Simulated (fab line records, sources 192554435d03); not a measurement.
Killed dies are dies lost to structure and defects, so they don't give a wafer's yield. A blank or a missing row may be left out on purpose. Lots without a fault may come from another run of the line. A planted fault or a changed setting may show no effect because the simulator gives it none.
fab line records | flow n5_finfet
record lots=7 wafers=21 last_day=18
route steps=1938 shown GATE_CUT@496 BEOL_M4@1111 PASSIVATION@1936
lots that met no fault: from a run of the same line without faults
start_h: hours from the record's first day to the start of the lot's first wafer shown | wait_h: hours since the lot's step before | " the same as in the row above | L1.1+2: a row that stands for several wafers | - no value, or no start given | * or withheld: withheld | < > ~ a bound
route shown NAME@n: a module of which the file shows steps, and the number in the route of the first | usual: mean/standard deviation of fault-free wafers | same: alike in all rows | chamber/n: place in a boat | sites: the reading at each site | _std_site: their standard deviation | _edge_site: outer sites' mean less inner sites' | radius_mm: how far each site lies from the wafer's centre | mask NAME#n: copy n | behind: the tool/chamber that last shaped the wafer | hold: why the lot was held/for how many hours/how that ended | device: the transistor (n, p or np) that didn't switch | end of line: the same wafers' tests at the end of the route | a step without rows: its recipe alone | killed: dies lost to structure and defects at the first sort, not the wafer's yield | map: a wafer's dies, x killed, . not, _ none there
set.NAME: the setting as run; set.NAME@STEP: as run at that earlier step | model.NAME: the simulator's own value behind a step, which no gauge read
lots at some steps of the route; a table a step, a row a wafer
services: from which hour (start_h, from the record's first day; less than 0 if before it) a tool's chamber was out of use, for how many hours, and why
## steps
# step N5_GATE_CUT_HM_OPEN_40
# recipe chemistry=C4F6/O2 target=SiO2 mask_material=SiARC target_depth_a=1390 time_s=85.1 ion_energy_ev=250 pressure_mtorr=30 source_w=345 bias_w=185 Ar_flow_sccm=300 C4F6_flow_sccm=10 O2_flow_sccm=10 ends=cleared
# step N5_GATE_CUT_STRIP_41
# recipe chemistry=CF4 resist=SiARC power_w=300 bias_power_w=75 pressure_mtorr=50 cf4_flow_sccm=150 rf_frequency_hz=6e+07
# usual bias_power_w=75.02/0.23 cf4_flow_sccm=150.0/0.45 drypump_motor_current_A=5.7/0.35 oes_product_au=0.181/0.017 power_w=299.9/0.92 rf_fwd_power_W=293.7/1.6 rf_vpp_V=271.1/1.7 showerhead_plenum_p_Torr=1.79/0.068 throttle_valve_pct=13.64/0.21
# columns lot.wafer tool chamber start_h wait_h bias_power_w cf4_flow_sccm drypump_motor_current_A oes_product_au power_w rf_fwd_power_W rf_hours_counter_h rf_vpp_V showerhead_plenum_p_Torr throttle_valve_pct
L947.2 rie_diel-05 0 87.80 0.0 75.21 150.2 6.2 0.170 302.4 292.4 136 271.3 1.80 13.56
L947.3 " 2 " " 75.07 149.9 6.0 0.171 300.8 293.0 178 272.7 1.86 13.44
L947.4 " 0 " " 75.36 150.3 6.2 0.176 301.0 293.5 - 270.8 1.80 13.54
L951.1 rie_diel-06 1 111.43 0.0 74.97 150.0 5.9 0.183 299.5 297.9 114 268.7 1.68 13.94
L951.5 " 0 " " 75.15 149.6 5.7 0.190 298.8 292.7 - 272.0 1.88 13.56
L951.6 " 3 " " 74.98 149.3 5.3 0.167 299.9 292.5 - 269.3 1.71 13.70
L952.2 rie_diel-05 1 120.38 0.0 74.97 150.5 5.2 0.204 300.5 294.3 8 270.3 1.77 13.41
L952.4 " 0 " " 75.11 150.1 6.1 0.171 300.2 295.2 - 271.2 1.80 13.58
L952.6 " 2 " " 74.58 150.1 6.0 0.167 298.2 291.4 - 272.3 1.85 13.47
L953.2 rie_diel-06 0 127.39 0.0 75.12 149.9 5.7 0.193 298.9 293.4 90 271.1 1.88 13.56
L953.3 " 1 " " 75.71 149.9 5.9 0.174 300.1 296.5 118 268.2 1.68 13.95
L953.5 " 1 " " 75.34 149.1 5.9 0.179 299.7 296.2 - 268.4 1.68 13.97
L961.3 rie_diel-05 2 175.73 0.0 75.38 151.1 6.0 0.165 300.6 294.1 203 273.5 1.85 13.50
L961.5 " 3 " " 75.08 149.4 5.6 0.217 299.7 291.7 - 270.8 1.76 13.27
L961.6 " 0 " " 75.02 150.4 6.1 0.165 299.4 294.4 - 271.4 1.80 13.60
L963.2 rie_diel-02 0 194.50 0.0 74.86 149.8 5.4 0.159 298.8 295.5 242 270.7 1.84 13.72
L963.3 " 1 " " 74.72 149.9 6.3 0.185 299.2 291.5 104 274.1 1.88 13.87
L963.5 " 1 " " 74.49 149.4 6.3 0.182 298.3 292.8 - 272.1 1.88 13.87
L969.2 rie_diel-05 3 222.73 0.0 74.79 149.7 5.5 0.214 300.1 294.9 26 270.0 1.76 13.31
L969.3 " 0 " " 75.05 150.4 6.1 0.166 300.5 295.4 175 272.0 1.79 13.64
L969.5 " 1 " " 74.94 150.0 5.2 0.197 299.3 293.4 - 271.3 1.76 13.49
# step N5_GATE_CUT_STRIP_42
# recipe chemistry=O2 power_w=400 temp_c=40 pressure_mtorr=30 rf_frequency_hz=6e+07 bias_power_w=0 overash_fraction=0.3 o2_flow_sccm=225
# step N5_GATE_CUT_ETCH_19
# recipe chemistry=CH3F/O2 target=SiNx mask_material=SiO2 target_depth_a=537 time_s=76.7 pressure_mtorr=30 source_w=395 bias_w=73 Ar_flow_sccm=150 CH3F_flow_sccm=30 O2_flow_sccm=20 ion_energy_ev=120 ends=cleared
# usual bias_w=72.99/0.21 drypump_motor_current_A=5.7/0.34 etch_rf_on_time_s=76.8/1.1 oes_product_au=0.67/0.066 rf_fwd_power_W=391.0/1.5 rf_vpp_V=296.8/2.3 showerhead_plenum_p_Torr=1.99/0.081 throttle_valve_pct=16.40/0.2
# columns lot.wafer tool chamber start_h wait_h bias_w drypump_motor_current_A etch_rf_on_time_s oes_product_au rf_fwd_power_W rf_hours_counter_h rf_vpp_V showerhead_plenum_p_Torr throttle_valve_pct
L947.2 rie_diel-05 0 87.86 0.0 73.02 6.1 75.8 0.64 392.6 136 298.2 2.01 16.33
L947.3 " 2 " " 72.53 6.0 76.2 0.63 387.8 178 297.6 2.07 16.15
L947.4 " 0 " " 73.12 6.2 75.5 0.65 389.7 - 297.5 2.01 16.35
L951.1 rie_diel-06 1 111.49 0.0 72.92 5.9 75.9 0.67 390.5 114 298.2 1.86 16.68
L951.5 " 0 " " 73.11 5.7 78.0 0.70 389.8 - 296.6 2.10 16.32
L951.6 " 3 " " 73.34 5.3 79.8 0.58 389.7 - 295.7 1.89 16.35
L952.2 rie_diel-05 1 120.44 0.0 72.85 5.2 75.7 0.79 392.9 8 293.4 1.96 16.24
L952.4 " 0 " " 72.92 6.2 75.5 0.63 393.2 - 297.3 2.01 16.38
L952.6 " 2 " " 73.00 6.0 77.2 0.62 390.9 - 297.2 2.07 16.15
L953.2 rie_diel-06 0 127.45 0.0 73.04 5.8 77.8 0.70 389.8 90 295.8 2.10 16.34
L953.3 " 1 " " 73.09 5.9 75.7 0.66 393.6 118 298.1 1.85 16.71
L953.5 " 1 " " 73.17 5.9 75.6 0.67 394.6 - 298.9 1.85 16.72
L961.3 rie_diel-05 2 175.79 0.0 73.00 6.0 76.7 0.61 389.0 203 296.3 2.06 16.20
L961.5 " 3 " " 72.65 5.5 75.4 0.81 390.0 - 297.5 1.97 16.13
L961.6 " 0 " " 73.06 6.1 75.9 0.63 393.0 - 296.3 2.01 16.40
L963.2 rie_diel-02 0 194.56 0.0 72.64 5.4 77.4 0.59 392.6 242 297.3 2.05 16.42
L963.3 " 1 " " 73.34 6.3 76.7 0.67 390.3 104 300.2 2.10 16.65
L963.5 " 1 " " 73.10 6.3 76.8 0.67 389.1 - 298.1 2.10 16.64
L969.2 rie_diel-05 3 222.79 0.0 73.25 5.6 76.1 0.78 390.8 26 297.9 1.97 16.17
L969.3 " 0 " " 73.03 6.1 75.7 0.61 391.1 175 296.0 2.00 16.42
L969.5 " 1 " " 72.91 5.2 75.6 0.74 392.0 - 291.9 1.96 16.28
# step N5_GATE_CUT_CUT_ETCH_53
# recipe chemistry=SF6/Cl2 target=W mask_material=SiO2 target_depth_a=792 pressure_mtorr=8 icp_w=900 bias_w=80 SF6_flow_sccm=40 Cl2_flow_sccm=60 ends=cleared
# step N5_GATE_CUT_CUT_ETCH_54
# recipe chemistry=Cl2/BCl3 target=TiN mask_material=SiO2 target_depth_a=967 pressure_mtorr=10 icp_w=1000 bias_w=126 Cl2_flow_sccm=53.25 bcl3_flow_sccm=21.75 Ar_flow_sccm=25 ends=cleared
# step N5_GATE_CUT_CUT_ETCH_55
# recipe chemistry=BCl3 target=HfO2 mask_material=SiO2 target_depth_a=32 ion_energy_ev=30 pressure_mtorr=5 icp_w=450 bias_w=18 bcl3_flow_sccm=80
# step N5_GATE_CUT_ETCH_47
# recipe chemistry=Cl2/BCl3 target=SiO2 target_depth_a=100 pressure_mtorr=10 icp_w=1000 bias_w=126 Cl2_flow_sccm=53.25 bcl3_flow_sccm=21.75 Ar_flow_sccm=25
# usual bias_w=126.1/0.39 drypump_motor_current_A=5.8/0.34 he_backside_leak_sccm=3.6/0.34 oes_product_au=0.80/0.12 rf_fwd_power_W=980/5.6 throttle_valve_pct=22.80/0.15
# columns lot.wafer tool chamber start_h wait_h bias_w drypump_motor_current_A he_backside_leak_sccm oes_product_au rf_fwd_power_W rf_hours_counter_h throttle_valve_pct
L947.2 rie_metal-03 0 88.28 0.1 126.1 5.4 3.6 0.78 988 - 22.95
L947.3 " 0 " " 126.7 5.5 3.5 0.78 993 - 22.95
L947.4 " 0 " " 126.7 5.5 3.6 0.78 994 - 22.93
L951.1 rie_metal-03 0 111.75 0.0 126.5 5.4 3.7 0.77 987 51 22.94
L951.5 " 1 " " 125.9 5.6 3.3 0.94 976 - 22.68
L951.6 " 0 " " 125.7 5.4 3.5 0.77 984 - 22.96
L952.2 rie_metal-01 1 120.86 0.1 126.2 6.2 3.8 0.64 980 - 22.69
L952.4 " 1 " " 126.3 6.3 3.7 0.65 979 - 22.71
L952.6 " 1 " " 126.3 6.3 3.8 0.64 981 - 22.71
L953.2 rie_metal-01 1 127.87 0.1 126.3 6.2 3.8 0.65 972 - 22.71
L953.3 " 1 " " 125.8 6.2 3.7 0.64 979 - 22.70
L953.5 " 1 " " 126.5 6.2 3.7 0.65 973 - 22.71
L961.3 rie_metal-03 1 176.06 0.0 126.3 5.7 3.7 0.90 983 - 22.68
L961.5 " 1 " " 126.0 5.6 3.6 0.91 978 - 22.68
L961.6 " 0 " " 126.3 5.5 3.7 0.75 987 - 22.96
L963.2 rie_metal-01 0 194.82 0.0 126.0 6.1 3.9 0.92 976 5 22.64
L963.3 " 1 " " 126.6 6.3 3.7 0.63 979 - 22.71
L963.5 " 0 " " 127.2 6.1 3.7 0.92 981 - 22.64
L969.2 rie_metal-01 0 223.05 0.0 125.7 6.1 3.2 0.90 982 8 22.65
L969.3 " 1 " " 125.8 6.2 3.7 0.63 978 - 22.74
L969.5 " 0 " " 125.6 6.1 3.4 0.90 979 - 22.64
# step N5_GATE_CUT_VAPOR_ETCH_48
# recipe chemistry=BCl3/Cl2 target=TiN mode=isotropic
# usual drypump_motor_current_A=5.8/0.35 he_backside_leak_sccm=3.50/0.23 oes_product_au=0.80/0.12
# columns lot.wafer tool chamber start_h wait_h drypump_motor_current_A he_backside_leak_sccm oes_product_au
L947.2 rie_metal-03 0 88.34 0.1 5.5 3.67 0.77
L947.3 " 0 " " 5.5 3.71 0.77
L947.4 " 0 " " 5.5 3.67 0.78
L951.1 rie_metal-03 0 111.78 0.0 5.4 3.69 0.77
L951.5 " 1 " " 5.6 3.53 0.93
L951.6 " 0 " " 5.5 3.74 0.77
L952.2 rie_metal-01 1 120.92 0.1 6.3 3.74 0.65
L952.4 " 1 " " 6.2 3.59 0.65
L952.6 " 1 " " 6.2 3.65 0.65
L953.2 rie_metal-01 1 127.93 0.1 6.2 3.53 0.65
L953.3 " 1 " " 6.2 3.58 0.63
L953.5 " 1 " " 6.3 3.63 0.64
L961.3 rie_metal-03 1 176.09 0.0 5.6 3.68 0.90
L961.5 " 1 " " 5.6 3.66 0.91
L961.6 " 0 " " 5.5 3.66 0.76
L963.2 rie_metal-01 0 194.85 0.0 6.1 3.35 0.91
L963.3 " 1 " " 6.2 3.66 0.63
L963.5 " 0 " " 6.1 2.95 0.91
L969.2 rie_metal-01 0 223.08 0.0 6.1 3.67 0.90
L969.3 " 1 " " 6.2 3.54 0.63
L969.5 " 0 " " 6.1 3.29 0.89
# step N5_GATE_CUT_VAPOR_ETCH_49
# recipe chemistry=BCl3/Cl2 target=TiAlC mode=isotropic
# step N5_GATE_CUT_VAPOR_ETCH_51
# recipe chemistry=BCl3/Cl2 target=HfO2 mode=isotropic
# step N5_GATE_CUT_STRIP_21
# recipe chemistry=N2/H2 time_s=30 power_w=1000 temp_c=250 pressure_mtorr=withheld n2_flow_sccm=1750 h2_flow_sccm=3250
# usual drypump_motor_current_A=5.4/0.45 h2_flow_sccm=3251/9.1 heater_power_w=333/24
# same time_s=30
# columns lot.wafer tool chamber start_h wait_h drypump_motor_current_A h2_flow_sccm heater_power_w rf_hours_counter_h
L947.2 plasma_asher-02 1 88.53 0.1 5.0 3248 355 88
L947.3 " 0 " " 5.7 3250 301 -
L947.4 " 1 " " 5.0 3245 345 -
L951.1 plasma_asher-02 1 111.89 0.0 5.0 3261 357 92
L951.5 " 0 " " 5.7 3255 298 -
L951.6 " 1 " " 5.0 3257 353 -
L952.2 plasma_asher-02 0 121.11 0.1 5.7 3258 296 94
L952.4 " 1 " " 5.0 3250 338 -
L952.6 " 0 " " 5.8 3249 299 -
L953.2 plasma_asher-02 0 128.12 0.1 5.7 3259 302 96
L953.3 " 1 " " 5.0 3247 346 -
L953.5 " 0 " " 5.7 3258 305 -
L961.3 plasma_asher-01 1 176.21 0.1 6.0 3247 366 -
L961.5 " 0 " " 4.9 3253 330 -
L961.6 " 1 " " 6.0 3267 363 -
L963.2 plasma_asher-01 1 194.96 0.0 5.9 3236 361 62
L963.3 " 1 " " 6.0 3252 350 -
L963.5 " 0 " " 4.9 3256 331 -
L969.2 plasma_asher-01 1 223.19 0.0 6.0 3256 360 67
L969.3 " 1 " " 6.0 3256 354 -
L969.5 " 1 " " 6.0 3258 358 -
# step N5_GATE_CUT_STRIP_29
# recipe chemistry=post_etch_residue_remover time_s=60 temp_c=25 remover_ph=withheld remover_water_wt_pct=withheld remover_fluoride_wt_pct=withheld
# usual run_length_s=67.2/1.9 temp_c=25.00/0.11 time_s=60/0
# columns lot.wafer tool chamber start_h wait_h run_length_s temp_c time_s
L947.2 wet_bench-06 2 88.62 0.1 66.3 25.22 60
L947.3 " 1 " " 65.0 25.03 60
L947.4 " 0 " " 65.7 24.90 60
L951.1 wet_bench-06 7 111.98 0.1 - - -
L951.5 " 6 " " - - -
L951.6 " 0 " " - - -
L952.2 wet_bench-03 5 121.20 0.1 - - -
L952.4 " 3 " " - - -
L952.6 " 4 " " - - -
L953.2 wet_bench-03 6 128.21 0.1 - - -
L953.3 " 7 " " - - -
L953.5 " 2 " " - - -
L961.3 wet_bench-01 6 176.27 0.0 66.5 24.93 60
L961.5 " 4 " " 68.1 25.36 60
L961.6 " 5 " " 66.8 24.86 60
L963.2 wet_bench-06 0 195.05 0.1 65.8 25.11 60
L963.3 " 2 " " 66.3 24.90 60
L963.5 " 7 " " 66.3 24.77 60
L969.2 wet_bench-01 4 223.28 0.1 66.8 25.00 60
L969.3 " 5 " " 67.3 24.96 60
L969.5 " 3 " " 67.1 24.94 60
# step N5_GATE_CUT_SRD_52
# recipe dry=ipa_marangoni time_s=30 temp_c=23 rinse_liquid=diw
# step N5_BEOL_M4_RC_MEAS_101
# usual DIBL_N=36.3/1.6 DIBL_P=36.5/1.6 IOFF_N=0.163/0.026 IOFF_P=0.22/0.033 ION_N=676/9.9 ION_P=464/6.5 SS_N=71.5/0.5 SS_P=73.3/0.64 VT_N=249.3/2.9 VT_P=-250/3.2
# columns lot.wafer tool chamber start_h wait_h DIBL_N[mV/V] DIBL_P[mV/V] IOFF_N[nA/um] IOFF_P[nA/um] ION_N[uA/um] ION_P[uA/um] SS_N[mV/dec] SS_P[mV/dec] VT_N[mV] VT_P[mV]
L947.2 prober-01 0 193.28 0.2 38.5 38.5 0.186 0.26 686 468 72.3 74.4 247.9 -246
L947.3 " 0 " " 37.2 37.0 0.166 0.25 676 468 71.8 73.9 248.7 -248
L947.4 " 0 " " 39.7 39.5 0.219 0.29 699 482 73.0 74.6 245.2 -244
L951.1 prober-02 0 208.22 0.0 37.1 37.4 0.178 0.20 679 458 71.6 73.9 247.0 -252
L951.5 " 0 " " 37.9 39.1 0.196 0.24 676 460 71.7 74.7 245.6 -249
L951.6 " 0 " " 36.3 37.2 0.171 0.20 684 464 72.0 73.7 247.7 -253
L952.2 prober-01 0 215.17 0.2 37.9 38.1 0.192 0.24 692 469 71.4 73.9 246.2 -250
L952.4 " 0 " " 36.6 36.7 0.164 0.20 680 459 71.3 73.6 250.6 -252
L952.6 " 0 " " 37.8 37.2 0.185 0.21 673 458 72.2 72.7 246.5 -254
L953.2 prober-01 0 225.02 0.5 37.6 37.2 0.177 0.27 676 470 71.9 73.7 249.2 -244
L953.3 " 0 " " 38.8 38.8 0.200 0.31 682 468 72.0 73.7 247.6 -244
L953.5 " 0 " " 37.2 36.7 0.164 0.27 666 466 72.2 73.2 250.9 -244
L961.3 prober-02 0 266.63 0.3 36.2 35.8 0.147 0.18 660 450 71.4 73.0 255.2 -252
L961.5 " 0 " " 34.4 35.1 0.127 0.17 656 454 71.1 72.7 252.9 -258
L961.6 " 0 " " 34.6 35.0 0.136 0.17 671 461 71.1 72.8 249.9 -255
L963.2 prober-01 0 287.39 0.2 38.8 38.5 0.192 0.26 680 466 71.7 73.6 248.1 -248
L963.3 " 0 " " 38.7 38.9 0.184 0.25 670 465 72.1 73.6 247.4 -249
L963.5 " 0 " " 38.1 38.0 0.178 0.23 683 469 71.0 74.0 248.4 -249
L969.2 prober-01 0 320.63 0.2 36.4 35.6 0.161 0.23 686 466 72.0 73.8 247.9 -248
L969.3 " 0 " " 36.5 35.7 0.180 0.24 687 467 71.3 73.3 248.0 -247
L969.5 " 0 " " 37.7 36.8 0.195 0.25 691 467 72.5 74.8 244.9 -246
# step N5_PASSIVATION_PROBE_49
# usual defect_limited_yield=91.2/1.5 killed_at_M0_to_M3=32/9.6 killed_at_M4_up=13/5.3 killed_at_contacts=13/6.7 killed_at_front_end=42/11 killed_at_other=3.8/2.9 killed_dies=103/17 killed_open=67/13 killed_short=35/7.9 sort_bin_5_function=5.2/0.94 sort_bin_6_memory=3.3/0.64 sort_n_pass=1077/17 sort_yield_pct=91.2/1.5
# same gross_dies=1180 killed_at_back_side=0 sort_bin_4_leakage[%]=0 sort_bin_8_speed[%]=0
# columns lot.wafer tool chamber start_h wait_h defect_limited_yield[%] killed_at_M0_to_M3 killed_at_M4_up killed_at_contacts killed_at_front_end killed_at_other killed_dies killed_open killed_short sort_bin_5_function[%] sort_bin_6_memory[%] sort_n_pass sort_yield_pct[%]
L953.2 prober-02 - 328.39 0.1 89.7 25 16 13 60 8 122 69 50 5.9 3.7 1058 89.7
L953.3 prober-02 - 328.44 0.1 91.7 24 16 23 31 4 98 60 35 4.9 3.1 1082 91.7
L953.5 prober-02 - 328.54 0.2 90.5 32 8 19 52 1 112 79 32 5.5 3.9 1068 90.5
# killed by level:class
L953.2 STI_FIN_REVEAL:geometric_particle:open=16 MOL_CONTACT_COAG:geometric_particle:open=10 FIN_SAQP:geometric_particle:short=9 FIN_SAQP:geometric_particle:open=9 BEOL_M0_SAQP:geometric_particle:short=9 DUMMY_GATE:geometric_particle:open=7 BEOL_M3:geometric_particle:open=5 BEOL_M4:geometric_particle:open=5
L953.3 MOL_CONTACT_COAG:geometric_particle:open=18 BEOL_M4:geometric_particle:open=9 BEOL_M0_SAQP:geometric_particle:short=8 FIN_SAQP:geometric_particle:short=7 FIN_SAQP:geometric_particle:open=5 MOL_CONTACT_COAG:geometric_particle:short=5 BEOL_M0_SAQP:geometric_particle:open=5 STI_FIN_REVEAL:geometric_particle:open=3
L953.5 FIN_SAQP:geometric_particle:open=23 MOL_CONTACT_COAG:geometric_particle:open=16 FIN_SAQP:geometric_particle:short=11 BEOL_M3:geometric_particle:open=7 BEOL_M2:geometric_particle:open=6 STI_FIN_REVEAL:geometric_particle:open=6 BEOL_M0_SAQP:geometric_particle:short=6 DUMMY_GATE:geometric_particle:open=5
## services
# columns tool chamber start_h hours kind
rie_metal-03 1 69.07 - clean
rie_diel-05 1 74.20 - clean
rie_diel-05 1 74.20 - consumable_replace:focus_ring
rie_diel-05 1 74.20 19.4 scheduled_down
rie_diel-05 1 74.20 19.4 vent_cycle
wet_bench-06 - 77.45 4.2 repair
rie_metal-01 0 103.51 - clean
rie_metal-01 0 103.51 27.0 scheduled_down
rie_metal-01 0 103.51 27.0 vent_cycle
rie_diel-05 3 106.00 - clean
rie_diel-05 3 106.00 - consumable_replace:focus_ring
rie_diel-05 3 106.00 22.3 scheduled_down
rie_diel-05 3 106.00 22.3 vent_cycle
rie_diel-06 3 106.80 1.2 repair
rie_diel-06 - 110.12 0.7 repair
wet_bench-03 - 111.25 1.9 pm
wet_bench-06 - 131.00 1.9 repair
wet_bench-01 - 136.52 1.8 repair
rie_diel-06 0 151.75 8.8 repair
plasma_asher-02 - 160.82 2.8 pm
rie_diel-06 1 185.66 1.9 repair
rie_diel-02 2 186.31 1.2 repair
wet_bench-01 - 202.91 1.0 repair
rie_diel-02 - 211.42 0.1 repair
## key
first_sign step=N5_GATE_CUT_STRIP_29 reading=tool_record direction=missing
effect none on later readings
met_at N5_GATE_CUT_STRIP_29
struck_wafers L951.1,L951.5,L951.6,L952.2,L952.4,L952.6,L953.2,L953.3,L953.5
onset_between 88.62 111.98
fault kind=skipped_step_whole tool=wet_bench-03,wet_bench-06 chamber=- onset_h=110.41 steps=N5_GATE_CUT_STRIP_29 scope=struck_lots_only
